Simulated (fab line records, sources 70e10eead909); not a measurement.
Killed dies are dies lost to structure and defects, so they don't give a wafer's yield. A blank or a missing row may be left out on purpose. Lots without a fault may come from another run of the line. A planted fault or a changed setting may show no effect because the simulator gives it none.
Chamber matching | flow nand_harc | NHARC_THIN_TSV_CMP_21 on cmp-01: 4 sister chambers
The step polishes, t overpolish 30 s, target thk 2000 nm. 18 wafers are shown with their chamber, then 9 later ones without.

WAFERS WITH THEIR CHAMBER
wafer  | chamber | motor_current_A (A) | overpolish_run_s (s)
L163.1 | 3       | 11.1                | 30.001
L163.4 | 1       | 13.0                | 29.997
L163.6 | 0       | 12.2                | 30.001
L166.2 | 3       | 10.8                | 29.989
L166.4 | 0       | 12.4                | 29.989
L166.6 | 2       | 11.5                | 30.005
L165.1 | 0       | 11.7                | 30.012
L165.2 | 2       | 11.8                | 30.003
L165.3 | 1       | 12.9                | 29.999
L171.3 | 0       | 12.3                | 30.024
L171.5 | 3       | 11.3                | 29.995
L171.6 | 0       | 12.2                | 29.988
L176.3 | 2       | 11.7                | 29.994
L176.4 | 3       | 10.8                | 30.003
L176.5 | 2       | 11.3                | 30.009
L177.1 | 2       | 10.9                | 29.986
L177.3 | 3       | 10.7                | 29.998
L177.4 | 0       | 12.4                | 29.991

SIGNATURES (means of the wafers above)
reading          | chamber 0 | chamber 1 | chamber 2 | chamber 3 | scatter within a chamber
motor_current_A  | 12.200    | 12.950    | 11.440    | 10.940    | 0.281
overpolish_run_s | 30.00083  | 29.99800  | 29.99940  | 29.99720  | 0.0105
Rule: a wafer's distance from a chamber is the root of the sum, over the readings, of the square of ((its reading less the chamber's mean) divided by the reading's scatter). The wafer belongs to the nearest chamber; if the next one is less than 2 further off, it can't be placed. The scatter: the root of (the sum of the squares of (reading less its chamber's mean) over the shown wafers, divided by (wafers less chambers)).

WAFERS WITHOUT THEIR CHAMBER
wafer  | motor_current_A (A) | overpolish_run_s (s)
L183.1 | 11.4                | 29.995
L183.3 | 12.2                | 30.011
L183.4 | 11.5                | 29.986
L181.3 | 11.4                | 30.013
L181.4 | 13.0                | 29.986
L181.6 | 11.6                | 30.006
L180.2 | 11.7                | 29.991
L180.4 | 12.2                | 30.014
L180.6 | 11.3                | 30.011

WHICH CHAMBER EACH WENT THROUGH
wafer  | from the rows above          | in truth
L183.1 | can't be placed: 2 or 3      | 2
L183.3 | can't be placed: 0 or 2 or 1 | 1
L183.4 | can't be placed: 2 or 3 or 0 | 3
L181.3 | can't be placed: 2 or 3 or 0 | 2
L181.4 | 1                            | 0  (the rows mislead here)
L181.6 | can't be placed: 2 or 0 or 3 | 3
L180.2 | can't be placed: 2 or 0 or 3 | 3
L180.4 | can't be placed: 0 or 2 or 1 | 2
L180.6 | can't be placed: 2 or 3      | 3
Placed correctly: 0 of 9. Can't be placed from these rows: 8 (the true chamber is among the candidates in 8). Placed wrongly: 1.
